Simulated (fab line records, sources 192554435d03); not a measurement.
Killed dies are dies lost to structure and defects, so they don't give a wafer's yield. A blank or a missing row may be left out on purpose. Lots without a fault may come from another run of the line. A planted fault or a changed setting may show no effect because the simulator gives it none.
Chamber matching | flow n5_finfet | N5_SD_EPI_P_DESCUM_14 on rie_diel-06: 4 sister chambers
The step chemistry O2, time 7.9 s. 4 wafers are shown with their chamber, then 7 later ones without.

WAFERS WITH THEIR CHAMBER
wafer  | chamber | showerhead_plenum_p_Torr (Torr)
L667.3 | 3       | 2.18
L668.5 | 2       | 2.23
L670.4 | 0       | 2.02
L671.1 | 1       | 2.04

WAFERS WITHOUT THEIR CHAMBER
wafer  | showerhead_plenum_p_Torr (Torr)
L671.5 | 2.18
L671.6 | 2.23
L673.1 | 2.01
L673.5 | 2.23
L674.2 | 2.01
L674.3 | 2.18
L674.6 | 2.04

WHICH CHAMBER EACH WENT THROUGH
wafer  | from the rows above | in truth
L671.5 | 3                   | 3
L671.6 | 2                   | 2
L673.1 | 0                   | 0
L673.5 | 2                   | 2
L674.2 | 0                   | 0
L674.3 | 3                   | 3
L674.6 | 1                   | 1
Placed correctly: 7 of 7. Can't be placed from these rows: 0. Placed wrongly: 0.
How it was worked out, from the rows above alone: a wafer's distance from a chamber is the root of the sum, over the readings, of the square of ((its reading less the chamber's mean) divided by the reading's scatter). The wafer belongs to the nearest chamber; if the next one is less than 2 further off, it can't be placed. A chamber's mean is the mean of its shown wafers. The scatter: with one shown wafer a chamber, the root of the mean of the squares of how far each hidden wafer lies from its nearest shown one.
